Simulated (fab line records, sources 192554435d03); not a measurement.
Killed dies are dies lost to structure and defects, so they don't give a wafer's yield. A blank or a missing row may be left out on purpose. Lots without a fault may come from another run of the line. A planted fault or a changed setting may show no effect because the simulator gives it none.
fab line records | flow n5_finfet
record lots=24 wafers=72 last_day=19
route steps=1938 shown BEOL_M8@1345 BEOL_M9@1416
lots that met no fault: from a run of the same line without faults
start_h: hours from the record's first day to the start of the lot's first wafer shown | wait_h: hours since the lot's step before | " the same as in the row above | L1.1+2: a row that stands for several wafers | - no value, or no start given | * or withheld: withheld | < > ~ a bound
route shown NAME@n: a module of which the file shows steps, and the number in the route of the first | usual: mean/standard deviation of fault-free wafers | same: alike in all rows | chamber/n: place in a boat | sites: the reading at each site | _std_site: their standard deviation | _edge_site: outer sites' mean less inner sites' | radius_mm: how far each site lies from the wafer's centre | mask NAME#n: copy n | behind: the tool/chamber that last shaped the wafer | hold: why the lot was held/for how many hours/how that ended | device: the transistor (n, p or np) that didn't switch | end of line: the same wafers' tests at the end of the route | a step without rows: its recipe alone | killed: dies lost to structure and defects at the first sort, not the wafer's yield | map: a wafer's dies, x killed, . not, _ none there
set.NAME: the setting as run; set.NAME@STEP: as run at that earlier step | model.NAME: the simulator's own value behind a step, which no gauge read
steps of the route over a sample of lots; a table a step, a row a wafer
services: from which hour (start_h, from the record's first day; less than 0 if before it) a tool's chamber was out of use, for how many hours, and why
## steps
# step N5_BEOL_M8_CD_MEAS_11
# recipe target_cd_nm=38.5 landing_energy_ev=500 detector=se_inlens polarity=opening
# usual cd_nm=38.7/0.4
# columns lot.wafer tool chamber start_h wait_h cd_nm
L074.2 cd_sem-03 0 191.20 - 38.8
L074.3 " 0 " " 38.4
L074.4 " 0 " " 38.9
L076.2 cd_sem-01 0 203.42 - 39.0
L076.3 " 0 " " 38.5
L076.5 " 0 " " 39.0
L075.4 cd_sem-01 0 213.62 - 39.4
L075.5 " 0 " " 39.8
L075.6 " 0 " " 39.4
L077.4 cd_sem-03 0 222.36 - 39.2
L077.5 " 0 " " 39.1
L077.6 " 0 " " 38.5
L078.1 cd_sem-03 0 233.28 - 38.9
L078.3 " 0 " " 38.9
L078.4 " 0 " " 38.4
L079.2 cd_sem-01 0 243.07 - 38.9
L079.5 " 0 " " 38.7
L079.6 " 0 " " 38.8
L080.2 cd_sem-03 0 248.64 - 38.7
L080.3 " 0 " " 38.0
L080.6 " 0 " " 38.4
L083.2 cd_sem-01 0 257.53 - 38.5
L083.3 " 0 " " 38.6
L083.6 " 0 " " 38.9
L081.3 cd_sem-02 0 267.76 - 38.4
L081.5 " 0 " " 38.8
L081.6 " 0 " " 38.2
L082.2 cd_sem-02 0 270.50 - 38.5
L082.4 " 0 " " 38.6
L082.5 " 0 " " 38.7
L084.2 cd_sem-01 0 280.73 - 38.9
L084.3 " 0 " " 39.1
L084.4 " 0 " " 39.2
L085.1 cd_sem-01 0 286.10 - 38.2
L085.2 " 0 " " 39.1
L085.3 " 0 " " 38.0
L086.4 cd_sem-03 0 292.79 - 38.5
L086.5 " 0 " " 38.7
L086.6 " 0 " " 37.7
L089.3 cd_sem-03 0 294.81 - 38.3
L089.4 " 0 " " 38.5
L089.5 " 0 " " 38.1
L087.2 cd_sem-03 0 303.47 - 38.9
L087.4 " 0 " " 38.8
L087.5 " 0 " " 38.7
L088.2 cd_sem-03 0 304.93 - 38.9
L088.3 " 0 " " 39.1
L088.5 " 0 " " 38.5
L090.2 cd_sem-01 0 310.91 - 38.3
L090.3 " 0 " " 38.2
L090.4 " 0 " " 38.7
L092.2 cd_sem-02 0 314.31 - 39.2
L092.5 " 0 " " 39.5
L092.6 " 0 " " 39.3
L093.1 cd_sem-03 0 317.29 - 38.5
L093.3 " 0 " " 39.1
L093.6 " 0 " " 38.8
L091.1 cd_sem-01 0 322.15 - 38.9
L091.3 " 0 " " 38.4
L091.6 " 0 " " 39.0
L094.1 cd_sem-02 0 338.48 - 38.8
L094.2 " 0 " " 38.7
L094.3 " 0 " " 38.5
L095.2 cd_sem-03 0 339.74 - 38.1
L095.3 " 0 " " 37.9
L095.6 " 0 " " 38.2
L097.1 cd_sem-01 0 350.64 - 38.7
L097.3 " 0 " " 39.0
L097.6 " 0 " " 38.0
L096.4 cd_sem-02 0 366.30 - 38.8
L096.5 " 0 " " 38.8
L096.6 " 0 " " 38.3
# step N5_BEOL_M8_DESCUM_33
# recipe chemistry=O2 time_s=7 source_power_w=50 bias_power_w=20 pressure_mtorr=20 rf_frequency_hz=2.712e+07 temp_c=40 resist=CAR-EUV o2_flow_sccm=225
# usual drypump_motor_current_A=5.5/0.38 oes_product_au=0.80/0.08 rf_vpp_V=243.5/1.2 showerhead_plenum_p_Torr=2.12/0.063 throttle_valve_pct=20.41/0.16
# columns lot.wafer tool chamber start_h wait_h drypump_motor_current_A oes_product_au rf_hours_counter_h rf_vpp_V showerhead_plenum_p_Torr throttle_valve_pct
L074.2 rie_diel-04 2 196.14 0.5 5.5 0.86 72 244.5 2.13 20.47
L074.3 " 0 " " 5.7 0.70 227 242.2 2.07 20.63
L074.4 " 1 " " 5.4 0.89 39 241.6 2.05 20.38
L076.2 rie_diel-01 2 206.19 0.0 6.0 0.85 61 244.3 2.22 20.29
L076.3 " 1 " " 5.9 0.67 230 242.4 2.14 20.43
L076.5 " 0 " " 5.3 0.85 - 245.8 2.21 20.18
L075.4 rie_diel-01 3 214.73 0.0 5.7 0.86 54 242.1 2.04 20.28
L075.5 " 0 " " 5.3 0.86 - 244.1 2.20 20.17
L075.6 " 3 " " 5.7 0.86 - 243.7 2.04 20.29
L077.4 rie_diel-01 1 224.79 0.0 5.9 0.68 236 243.4 2.14 20.45
L077.5 " 2 " " 6.1 0.85 - 243.5 2.22 20.29
L077.6 " 1 " " 5.9 0.67 - 243.5 2.14 20.44
L078.1 rie_diel-01 2 237.64 0.0 6.1 0.84 72 244.8 2.22 20.29
L078.3 " 1 " " 5.9 0.67 241 242.4 2.14 20.45
L078.4 " 0 " " 5.3 0.85 79 243.9 2.20 20.19
L079.2 rie_diel-04 0 247.22 0.0 5.8 0.70 242 243.4 2.06 20.65
L079.5 " 3 " " 5.6 0.83 - 243.2 2.12 20.47
L079.6 " 0 " " 5.7 0.70 - 242.5 2.06 20.64
L080.2 rie_diel-02 0 253.81 1.2 5.7 0.67 248 244.6 2.15 20.90
L080.3 " 3 " " 5.1 0.71 201 246.3 2.15 20.35
L080.6 " 1 " " 4.7 0.80 - 242.0 2.10 20.68
L083.2 rie_diel-01 3 261.00 0.6 5.7 0.85 64 241.2 2.04 20.29
L083.3 " 1 " " 5.9 0.67 244 243.9 2.14 20.46
L083.6 " 3 " " 5.7 0.84 - 242.2 2.04 20.31
L081.3 rie_diel-02 3 271.35 0.1 5.1 0.71 208 244.3 2.15 20.37
L081.5 " 1 " " 4.6 0.80 - 242.6 2.10 20.69
L081.6 " 3 " " 5.1 0.71 - 245.0 2.15 20.37
L082.2 rie_diel-01 2 272.22 0.0 6.0 0.83 79 244.8 2.21 20.32
L082.4 " 1 " " 5.9 0.67 248 245.3 2.14 20.48
L082.5 " 1 " " 5.9 0.67 - 244.8 2.14 20.47
L084.2 rie_diel-01 3 281.88 0.1 5.6 0.84 72 241.3 2.03 20.31
L084.3 " 2 " " 6.0 0.83 82 243.9 2.21 20.34
L084.4 " 3 " " 5.7 0.84 - 241.7 2.03 20.30
L085.1 rie_diel-02 3 288.05 0.2 5.1 0.70 214 244.4 2.15 20.36
L085.2 " 0 " " 5.7 0.97 3 243.8 2.15 20.54
L085.3 " 1 " " 4.7 0.79 133 243.7 2.10 20.71
L089.3 rie_diel-01 2 297.07 0.1 6.1 0.83 90 244.9 2.21 20.36
L089.4 " 2 " " 6.1 0.82 - 245.8 2.21 20.33
L089.5 " 3 " " 5.7 0.83 - 242.1 2.03 20.33
L086.4 rie_diel-01 3 297.47 0.3 5.7 0.83 80 245.0 2.03 20.31
L086.5 " 0 " " 5.3 0.83 - 244.1 2.20 20.22
L086.6 " 3 " " 5.7 0.83 - 242.9 2.03 20.31
L087.2 rie_diel-02 3 305.85 0.2 5.1 0.70 222 243.1 2.15 20.39
L087.4 " 1 " " 4.7 0.79 141 243.9 2.09 20.71
L087.5 " 3 " " 5.1 0.69 - 244.6 2.15 20.39
L088.2 rie_diel-02 0 306.24 0.4 5.7 0.92 12 245.1 2.14 20.55
L088.3 " 3 " " 5.1 0.69 222 244.7 2.15 20.37
L088.5 " 2 " " 5.5 0.69 - 242.6 2.07 20.46
L090.2 rie_diel-01 0 313.27 0.3 5.3 0.83 99 244.8 2.19 20.24
L090.3 " 1 " " 5.9 0.97 4 243.8 2.13 20.09
L090.4 " 2 " " 6.1 0.82 95 246.1 2.21 20.35
L092.2 rie_diel-02 1 316.14 0.0 4.7 0.77 145 242.7 2.09 20.71
L092.5 " 1 " " 4.7 0.77 - 243.3 2.09 20.71
L092.6 " 2 " " 5.5 0.69 - 242.3 2.07 20.46
L093.1 rie_diel-02 3 318.45 0.0 5.1 0.68 227 244.2 2.15 20.39
L093.3 " 1 " " 4.7 0.78 146 243.9 2.09 20.72
L093.6 " 3 " " 5.1 0.68 - 244.3 2.15 20.40
L091.1 rie_diel-01 0 323.17 0.0 5.3 0.82 103 245.3 2.19 20.23
L091.3 " 1 " " 5.9 0.94 8 242.5 2.13 20.12
L091.6 " 3 " " 5.7 0.82 - 242.0 2.03 20.34
L094.1 rie_diel-04 2 341.06 0.3 5.4 0.79 123 245.0 2.11 20.55
L094.2 " 3 " " 5.6 0.79 108 242.5 2.11 20.54
L094.3 " 0 " " 5.8 0.93 22 243.1 2.05 20.27
L095.2 rie_diel-04 0 341.46 0.5 5.7 0.92 23 242.0 2.05 20.28
L095.3 " 2 " " 5.4 0.80 123 244.6 2.11 20.54
L095.6 " 0 " " 5.7 0.92 - 241.7 2.05 20.27
L097.1 rie_diel-04 0 351.80 0.2 5.7 0.93 26 242.1 2.05 20.28
L097.3 " 3 " " 5.6 0.79 112 243.2 2.11 20.54
L097.6 " 2 " " 5.4 0.79 - 243.0 2.11 20.54
L096.4 rie_diel-04 3 370.13 0.0 5.6 0.79 119 242.3 2.11 20.55
L096.5 " 2 " " 5.4 0.78 - 243.9 2.11 20.58
L096.6 " 1 " " 5.4 0.81 - 242.1 2.03 20.47
# step N5_BEOL_M8_TRENCH_ETCH_37
# recipe chemistry=C4F6/O2 target_depth_a=934.78 target=SiCOH_lowk time_s=31.2 ion_energy_ev=250 pressure_mtorr=30 source_w=345 bias_w=185 Ar_flow_sccm=300 C4F6_flow_sccm=10 O2_flow_sccm=10
# usual C4F6_flow_sccm=10.00/0.031 drypump_motor_current_A=5.5/0.38 mfc_ar_sccm=299.8/0.83 oes_ar_750_au=0.80/0.076 oes_product_au=0.80/0.08 rf_vpp_V=667/10 showerhead_plenum_p_Torr=2.88/0.083 throttle_valve_pct=20.89/0.16
# columns lot.wafer tool chamber start_h wait_h C4F6_flow_sccm drypump_motor_current_A mfc_ar_sccm oes_ar_750_au oes_product_au rf_hours_counter_h rf_vpp_V showerhead_plenum_p_Torr throttle_valve_pct
L074.2 rie_diel-04 2 - - 10.02 5.4 300.0 0.85 0.84 73 654 2.89 20.95
L074.3 " 0 " " 9.99 5.7 300.3 0.70 0.70 227 661 2.80 21.03
L074.4 " 1 " " 9.97 5.4 299.7 0.88 0.88 39 653 2.78 20.85
L076.2 rie_diel-01 2 - - 9.99 6.1 299.7 0.85 0.87 61 677 3.00 20.71
L076.3 " 1 " " 10.00 5.9 299.3 0.68 0.68 230 671 2.93 20.99
L076.5 " 0 " " 10.01 5.3 299.6 0.85 0.86 - 684 3.00 20.71
L075.4 rie_diel-01 3 - - 10.05 5.7 300.2 0.86 0.87 54 660 2.77 20.75
L075.5 " 0 " " 9.96 5.3 299.7 0.85 0.86 - 686 2.99 20.71
L075.6 " 3 " " 10.02 5.7 300.4 0.86 0.86 - 658 2.77 20.75
L077.4 rie_diel-01 1 - - 10.00 5.9 300.2 0.68 0.68 236 669 2.92 21.01
L077.5 " 2 " " 10.03 6.1 301.2 0.85 0.85 - 676 3.00 20.71
L077.6 " 1 " " 9.96 5.9 299.6 0.68 0.68 - 669 2.92 21.01
L078.1 rie_diel-01 2 - - 9.99 6.1 300.5 0.84 0.84 72 677 3.00 20.72
L078.3 " 1 " " 10.05 5.9 299.2 0.68 0.68 241 670 2.92 21.02
L078.4 " 0 " " 9.99 5.3 299.6 0.85 0.85 79 686 2.99 20.73
L079.2 rie_diel-04 0 - - 10.07 5.7 300.2 0.69 0.69 242 661 2.80 21.04
L079.5 " 3 " " 10.04 5.6 302.0 0.83 0.83 - 662 2.88 20.97
L079.6 " 0 " " 10.05 5.7 299.9 0.69 0.69 - 661 2.80 21.05
L080.2 rie_diel-02 0 - - 9.95 5.7 299.4 0.68 0.68 248 665 2.90 21.33
L080.3 " 3 " " 10.02 5.1 299.6 0.72 0.71 201 670 2.94 20.91
L080.6 " 1 " " 9.99 4.7 299.6 0.79 0.79 - 666 2.86 21.22
L083.2 rie_diel-01 3 - - 9.97 5.7 300.3 0.85 0.84 64 658 2.77 20.77
L083.3 " 1 " " 10.03 5.9 300.3 0.67 0.67 244 669 2.92 21.02
L083.6 " 3 " " 9.99 5.7 299.5 0.84 0.84 - 658 2.77 20.76
L081.3 rie_diel-02 3 - - 10.02 5.1 299.7 0.72 0.70 208 668 2.94 20.94
L081.5 " 1 " " 10.02 4.7 301.0 0.79 0.79 - 666 2.86 21.23
L081.6 " 3 " " 10.03 5.1 299.2 0.71 0.71 - 669 2.94 20.94
L082.2 rie_diel-01 2 - - 10.04 6.0 299.0 0.83 0.83 79 679 2.99 20.75
L082.4 " 1 " " 9.97 5.9 299.3 0.66 0.66 249 669 2.92 21.03
L082.5 " 1 " " 9.96 5.9 300.5 0.67 0.67 - 671 2.92 21.04
L084.2 rie_diel-01 3 - - 10.03 5.7 300.2 0.84 0.84 72 657 2.76 20.76
L084.3 " 2 " " 9.99 6.1 299.7 0.83 0.83 82 677 2.99 20.75
L084.4 " 3 " " 10.02 5.7 299.9 0.84 0.84 - 658 2.76 20.77
L085.1 rie_diel-02 3 - - 9.99 5.1 299.9 0.72 0.70 214 668 2.93 20.94
L085.2 " 0 " " 9.98 5.7 298.9 0.97 0.98 3 665 2.90 20.98
L085.3 " 1 " " 9.97 4.7 299.4 0.78 0.78 133 666 2.86 21.23
L089.3 rie_diel-01 2 - - 9.98 6.1 299.1 0.82 0.82 90 674 2.99 20.75
L089.4 " 2 " " 9.99 6.1 300.9 0.82 0.83 - 676 2.99 20.76
L089.5 " 3 " " 9.99 5.7 301.6 0.82 0.83 - 657 2.76 20.79
L086.4 rie_diel-01 3 - - 10.01 5.7 300.6 0.83 0.83 80 658 2.76 20.78
L086.5 " 0 " " 9.98 5.2 300.2 0.82 0.83 - 683 2.98 20.73
L086.6 " 3 " " 10.00 5.7 299.6 0.83 0.82 - 658 2.76 20.79
L087.2 rie_diel-02 3 - - 10.01 5.1 299.0 0.71 0.69 222 668 2.93 20.97
L087.4 " 1 " " 9.94 4.7 300.6 0.77 0.77 141 665 2.85 21.23
L087.5 " 3 " " 9.97 5.1 300.4 0.71 0.70 - 669 2.93 20.95
L088.2 rie_diel-02 0 - - 10.06 5.7 299.9 0.94 0.95 12 665 2.90 20.98
L088.3 " 3 " " 9.97 5.1 299.6 0.71 0.70 223 668 2.93 20.95
L088.5 " 2 " " 9.98 5.5 297.1 0.70 0.70 - 676 2.81 20.88
L090.2 rie_diel-01 0 - - 9.95 5.3 299.2 0.82 0.83 99 684 2.98 20.74
L090.3 " 1 " " 10.00 5.9 298.8 0.95 0.96 4 669 2.92 20.66
L090.4 " 2 " " 9.98 6.1 301.2 0.82 0.81 95 677 2.99 20.74
L092.2 rie_diel-02 1 - - 9.97 4.7 300.8 0.77 0.77 145 666 2.85 21.23
L092.5 " 1 " " 10.03 4.7 299.8 0.77 0.77 - 666 2.85 21.25
L092.6 " 2 " " 10.03 5.5 300.7 0.70 0.69 - 678 2.81 20.90
L093.1 rie_diel-02 3 - - 10.05 5.1 300.0 0.71 0.69 227 670 2.93 20.97
L093.3 " 1 " " 9.99 4.7 300.1 0.77 0.76 146 666 2.85 21.25
L093.6 " 3 " " 10.04 5.1 299.8 0.71 0.69 - 669 2.93 20.95
L091.1 rie_diel-01 0 - - 9.96 5.3 299.9 0.81 0.83 103 684 2.98 20.75
L091.3 " 1 " " 9.96 5.9 301.4 0.95 0.95 8 669 2.91 20.67
L091.6 " 3 " " 10.06 5.7 300.4 0.82 0.81 - 659 2.76 20.80
L094.1 rie_diel-04 2 - - 10.03 5.4 299.9 0.79 0.78 123 652 2.86 21.03
L094.2 " 3 " " 10.00 5.6 299.3 0.79 0.79 108 661 2.87 21.01
L094.3 " 0 " " 10.06 5.8 300.1 0.92 0.91 23 659 2.78 20.72
L095.2 rie_diel-04 0 - - 10.04 5.8 299.9 0.92 0.93 23 661 2.78 20.72
L095.3 " 2 " " 9.99 5.4 299.2 0.81 0.80 123 652 2.86 21.01
L095.6 " 0 " " 10.01 5.7 300.1 0.92 0.91 - 659 2.78 20.70
L097.1 rie_diel-04 0 - - 9.95 5.8 298.7 0.91 0.91 26 661 2.78 20.69
L097.3 " 3 " " 9.98 5.6 300.5 0.78 0.79 112 659 2.87 21.04
L097.6 " 2 " " 10.04 5.4 298.7 0.80 0.79 - 652 2.86 21.04
L096.4 rie_diel-04 3 - - 9.99 5.6 300.2 0.78 0.78 119 661 2.86 21.02
L096.5 " 2 " " 9.99 5.4 299.1 0.79 0.79 - 651 2.86 21.03
L096.6 " 1 " " 10.00 5.4 300.3 0.80 0.80 - 651 2.76 20.91
# step N5_BEOL_M8_CURE_75
# recipe temp_c=370 time_s=120 ambient=DMADMS/He material=SiCOH_lowk
# usual lamp_power_pct=52.31/0.062 wafer_temp_C_max=371.7/0.67
# columns lot.wafer tool chamber start_h wait_h lamp_power_pct wafer_temp_C_max
L074.2 uv_cure-02 0 196.82 0.1 52.36 371.8
L074.3 " 0 " " 52.27 370.9
L074.4 " 0 " " 52.33 371.1
L076.2 uv_cure-02 2 207.06 0.3 52.33 371.5
L076.3 " 2 " " 52.39 371.4
L076.5 " 2 " " 52.37 371.7
L075.4 uv_cure-02 0 215.51 0.2 52.32 371.2
L075.5 " 0 " " 52.26 370.9
L075.6 " 0 " " 52.26 371.2
L077.4 uv_cure-03 0 225.56 0.2 52.20 371.6
L077.5 " 0 " " 52.18 370.6
L077.6 " 0 " " 52.30 371.0
L078.1 uv_cure-02 2 238.27 0.0 52.24 370.8
L078.3 " 2 " " 52.27 371.5
L078.4 " 2 " " 52.30 371.7
L079.2 uv_cure-02 1 247.90 0.1 52.23 372.3
L079.5 " 1 " " 52.31 373.0
L079.6 " 1 " " 52.30 373.0
L080.2 uv_cure-02 1 254.49 0.1 52.27 371.7
L080.3 " 1 " " 52.27 371.8
L080.6 " 1 " " 52.23 372.9
L083.2 uv_cure-02 0 261.67 0.1 52.33 371.6
L083.3 " 0 " " 52.40 371.9
L083.6 " 0 " " 52.33 371.6
L081.3 uv_cure-01 1 272.08 0.1 52.33 372.8
L081.5 " 1 " " 52.26 372.7
L081.6 " 1 " " 52.39 372.3
L082.2 uv_cure-02 2 272.89 0.1 52.45 370.6
L082.4 " 2 " " 52.24 370.6
L082.5 " 2 " " 52.30 371.4
L084.2 uv_cure-01 0 282.55 0.1 52.30 371.5
L084.3 " 0 " " 52.40 371.5
L084.4 " 0 " " 52.31 372.0
L085.1 uv_cure-02 2 288.68 0.1 52.35 371.8
L085.2 " 2 " " 52.32 371.3
L085.3 " 2 " " 52.29 371.3
L089.3 uv_cure-01 0 297.81 0.1 52.36 371.3
L089.4 " 0 " " 52.27 370.9
L089.5 " 0 " " 52.24 371.2
L086.4 uv_cure-01 0 298.25 0.2 52.33 371.3
L086.5 " 0 " " 52.31 371.1
L086.6 " 0 " " 52.38 371.3
L087.2 uv_cure-03 0 306.52 0.1 52.35 371.2
L087.4 " 0 " " 52.30 371.9
L087.5 " 0 " " 52.48 371.7
L088.2 uv_cure-03 1 306.92 0.1 52.29 373.9
L088.3 " 1 " " 52.35 371.5
L088.5 " 1 " " 52.33 373.0
L090.2 uv_cure-01 1 313.95 0.1 52.34 372.7
L090.3 " 1 " " 52.38 373.2
L090.4 " 1 " " 52.27 372.6
L092.2 uv_cure-03 0 316.82 0.1 52.39 371.6
L092.5 " 0 " " 52.28 371.9
L092.6 " 0 " " 52.24 371.5
L093.1 uv_cure-03 2 319.09 0.0 52.34 371.5
L093.3 " 2 " " 52.28 371.2
L093.6 " 2 " " 52.32 371.3
L091.1 uv_cure-03 0 323.80 0.0 52.22 371.3
L091.3 " 0 " " 52.37 371.3
L091.6 " 0 " " 52.26 371.3
L094.1 uv_cure-02 2 341.77 0.1 52.41 371.3
L094.2 " 2 " " 52.32 371.1
L094.3 " 2 " " 52.25 371.2
L095.2 uv_cure-02 1 342.13 0.1 52.28 372.9
L095.3 " 1 " " 52.29 372.3
L095.6 " 1 " " 52.26 372.2
L097.1 uv_cure-01 1 352.42 0.0 52.43 372.8
L097.3 " 1 " " 52.24 372.9
L097.6 " 1 " " 52.32 372.3
L096.4 uv_cure-02 0 371.01 0.3 52.30 371.0
L096.5 " 0 " " 52.41 371.4
L096.6 " 0 " " 52.38 371.4
# step N5_BEOL_M8_RS_MEAS_57
# recipe thk_meas_gauge=four-point-probe reads=Cu_of_BEOL_M8_ECD_50+Co_of_BEOL_M8_CVD_78+TaN_of_BEOL_M8_ALD_77
# usual M8_RS=0.290/0.0074
# columns lot.wafer tool chamber start_h wait_h M8_RS[ohm/sq]
L074.2 film_metro-01 - 199.91 0.1 0.288
L074.3 " - " " 0.302
L074.4 " - " " 0.286
L076.2 film_metro-01 - 210.75 0.1 0.276
L076.3 " - " " 0.293
L076.5 " - " " 0.284
L075.4 film_metro-02 - 218.22 0.1 0.281
L075.5 " - " " 0.276
L075.6 " - " " 0.276
L077.4 film_metro-02 - 229.65 0.0 0.288
L077.5 " - " " 0.277
L077.6 " - " " 0.286
L078.1 film_metro-01 - 240.91 0.1 0.287
L078.3 " - " " 0.283
L078.4 " - " " 0.280
L079.2 film_metro-02 - 250.18 0.1 0.292
L079.5 " - " " 0.290
L079.6 " - " " 0.284
L080.2 film_metro-02 - 257.83 0.1 0.289
L080.3 " - " " 0.298
L080.6 " - " " 0.288
L083.2 film_metro-01 - 265.45 0.1 0.287
L083.3 " - " " 0.295
L083.6 " - " " 0.289
L081.3 film_metro-02 - 275.10 0.1 0.305
L081.5 " - " " 0.300
L081.6 " - " " 0.300
L082.2 film_metro-01 - 275.66 0.1 0.298
L082.4 " - " " 0.290
L082.5 " - " " 0.288
L084.2 film_metro-02 - 285.12 0.1 0.287
L084.3 " - " " 0.280
L084.4 " - " " 0.288
L085.1 film_metro-01 - 292.48 0.1 0.299
L085.2 " - " " 0.282
L085.3 " - " " 0.295
L089.3 film_metro-01 - 300.30 0.1 0.293
L089.4 " - " " 0.284
L089.5 " - " " 0.291
L086.4 film_metro-01 - 301.35 0.0 0.287
L086.5 " - " " 0.292
L086.6 " - " " 0.295
L087.2 film_metro-01 - 308.49 0.1 0.292
L087.4 " - " " 0.288
L087.5 " - " " 0.305
L088.2 film_metro-01 - 310.52 0.1 0.275
L088.3 " - " " 0.302
L088.5 " - " " 0.288
L090.2 film_metro-02 - 315.76 0.1 0.285
L090.3 " - " " 0.285
L090.4 " - " " 0.291
L092.2 film_metro-01 - 319.61 0.1 0.297
L092.5 " - " " 0.295
L092.6 " - " " 0.288
L093.1 film_metro-01 - 321.39 0.1 0.301
L093.3 " - " " 0.301
L093.6 " - " " 0.300
L091.1 film_metro-02 - 326.77 0.1 0.276
L091.3 " - " " 0.281
L091.6 " - " " 0.282
L094.1 film_metro-02 - 344.45 0.1 0.294
L094.2 " - " " 0.281
L094.3 " - " " 0.298
L095.2 film_metro-02 - 344.53 0.1 0.292
L095.3 " - " " 0.294
L095.6 " - " " 0.295
L097.1 film_metro-01 - 356.32 0.1 0.288
L097.3 " - " " 0.281
L097.6 " - " " 0.286
L096.4 film_metro-01 - 374.21 0.0 0.294
L096.5 " - " " 0.295
L096.6 " - " " 0.300
# step N5_BEOL_M9_INSPECT_13
# recipe mode=adi inspect_instrument=brightfield
# usual raw_defect_count=431/110
# columns lot.wafer tool chamber start_h wait_h raw_defect_count
L074.2 defect_inspect-01 - 201.70 0.0 394
L074.3 " - " " 269
L074.4 " - " " 388
L076.2 defect_inspect-02 - 212.70 0.0 448
L076.3 " - " " 383
L076.5 " - " " 446
L075.4 defect_inspect-02 - 222.38 0.0 519
L075.5 " - " " 542
L075.6 " - " " 621
L077.4 defect_inspect-02 - 232.83 0.0 268
L077.5 " - " " 286
L077.6 " - " " 265
L078.1 defect_inspect-01 - 242.80 0.0 229
L078.3 " - " " 417
L078.4 " - " " 499
L079.2 defect_inspect-01 - 253.20 0.0 434
L079.5 " - " " 513
L079.6 " - " " 468
L080.2 defect_inspect-02 - 261.33 0.0 657
L080.3 " - " " 534
L080.6 " - " " 538
L083.2 defect_inspect-02 - 268.07 0.0 349
L083.3 " - " " 440
L083.6 " - " " 385
L081.3 defect_inspect-01 - 277.34 0.0 305
L081.5 " - " " 363
L081.6 " - " " 540
L082.2 defect_inspect-01 - 277.57 0.0 436
L082.4 " - " " 418
L082.5 " - " " 374
L084.2 defect_inspect-01 - 286.82 0.0 461
L084.3 " - " " 505
L084.4 " - " " 363
L085.1 defect_inspect-01 - 294.12 0.0 370
L085.2 " - " " 280
L085.3 " - " " 371
L089.3 defect_inspect-01 - 303.55 0.0 398
L089.4 " - " " 406
L089.5 " - " " 553
L086.4 defect_inspect-01 - 303.91 0.0 581
L086.5 " - " " 482
L086.6 " - " " 411
L087.2 defect_inspect-02 - 310.94 0.0 326
L087.4 " - " " 287
L087.5 " - " " 361
L088.2 defect_inspect-01 - 312.05 0.0 416
L088.3 " - " " 496
L088.5 " - " " 420
L090.2 defect_inspect-01 - 317.53 0.0 274
L090.3 " - " " 456
L090.4 " - " " 557
L092.2 defect_inspect-02 - 322.30 0.0 406
L092.5 " - " " 562
L092.6 " - " " 463
L093.1 defect_inspect-02 - 323.50 0.0 332
L093.3 " - " " 349
L093.6 " - " " 438
L091.1 defect_inspect-01 - 328.65 0.0 434
L091.3 " - " " 303
L091.6 " - " " 434
L094.1 defect_inspect-02 - 347.17 0.0 325
L094.2 " - " " 481
L094.3 " - " " 349
L095.2 defect_inspect-02 - 347.34 0.0 556
L095.3 " - " " 532
L095.6 " - " " 491
L097.1 defect_inspect-02 - 359.94 0.0 608
L097.3 " - " " 665
L097.6 " - " " 675
L096.4 defect_inspect-01 - 377.59 0.0 490
L096.5 " - " " 435
L096.6 " - " " 327
## services
# columns tool chamber start_h hours kind
uv_cure-01 - 180.26 2.1 pm
rie_diel-01 0 183.85 7.7 repair
uv_cure-02 - 184.76 3.4 pm
uv_cure-03 - 191.65 4.4 repair
rie_diel-02 3 195.74 3.8 repair
rie_diel-04 1 207.48 14.3 repair
rie_diel-04 - 209.64 0.6 repair
uv_cure-02 - 216.12 0.3 repair
rie_diel-04 0 217.81 6.3 repair
rie_diel-02 2 227.15 4.2 repair
rie_diel-01 - 238.63 15.6 pm
rie_diel-02 2 252.28 2.4 repair
rie_diel-01 0 259.64 4.1 repair
rie_diel-02 - 260.12 2.8 pm
uv_cure-03 - 262.03 1.3 repair
rie_diel-01 1 277.87 - clean
uv_cure-02 - 293.64 2.8 pm
rie_diel-04 - 297.70 2.8 pm
rie_diel-01 - 310.45 2.8 pm
uv_cure-03 - 324.96 13.2 repair
rie_diel-01 0 331.37 1.3 repair
rie_diel-01 - 334.23 0.9 repair
uv_cure-03 - 346.23 7.5 pm
uv_cure-02 - 353.23 1.0 pm
## key
fault none
